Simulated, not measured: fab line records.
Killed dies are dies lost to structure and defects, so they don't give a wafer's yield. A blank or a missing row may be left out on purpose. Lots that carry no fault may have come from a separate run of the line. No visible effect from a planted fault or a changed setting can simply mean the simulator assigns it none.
Chamber matching | flow n5 finfet | N5_SDB_ETCH_18 on rie diel-05: 4 sister chambers
The step etches SOC in N2/H2, target depth 100 nm, overetch 20 nm, time 150 s. 8 wafers are shown with their chamber, then 7 later ones without.

WAFERS WITH THEIR CHAMBER
wafer  | chamber | throttle valve pct (%) | oes product au (a.u.)
L078.1 | 3       | 18.35                  | 0.61
L078.5 | 3       | 18.33                  | 0.61
L078.6 | 0       | 17.80                  | 0.63
L079.1 | 2       | 17.69                  | 0.66
L079.2 | 0       | 17.81                  | 0.63
L079.3 | 1       | 17.60                  | 0.82
L084.2 | 2       | 17.67                  | 0.65
L084.3 | 1       | 17.61                  | 0.79

WAFERS WITHOUT THEIR CHAMBER
wafer  | throttle valve pct (%) | oes product au (a.u.)
L084.4 | 18.36                  | 0.61
L088.2 | 17.72                  | 0.64
L088.4 | 17.84                  | 0.62
L088.5 | 17.63                  | 0.78
L095.3 | 17.67                  | 0.76
L095.5 | 17.65                  | 0.76
L095.6 | 17.87                  | 0.60

WHICH CHAMBER EACH ONE RAN IN
wafer  | from the rows above | in truth
L084.4 | 3                   | 3
L088.2 | 2                   | 2
L088.4 | 0                   | 0
L088.5 | 1                   | 1
L095.3 | 1                   | 1
L095.5 | 1                   | 1
L095.6 | 0                   | 0
Correct placement for 7 of the 7. From these rows, 0 cannot be placed. Wrongly placed: 0.
How it was worked out, from the rows above alone: a wafer's distance from a chamber is the root of the sum, over the readings, of the square of ((its reading less the chamber's mean) divided by the reading's scatter). The wafer belongs to the nearest chamber; if the next one is less than 2 further off, it can't be placed. The mean given for a chamber averages the wafers shown for that chamber. How the scatter is found: for the shown wafers, subtract from each reading the mean of its chamber, square and add these, divide the total by (wafers less chambers), then take the root.
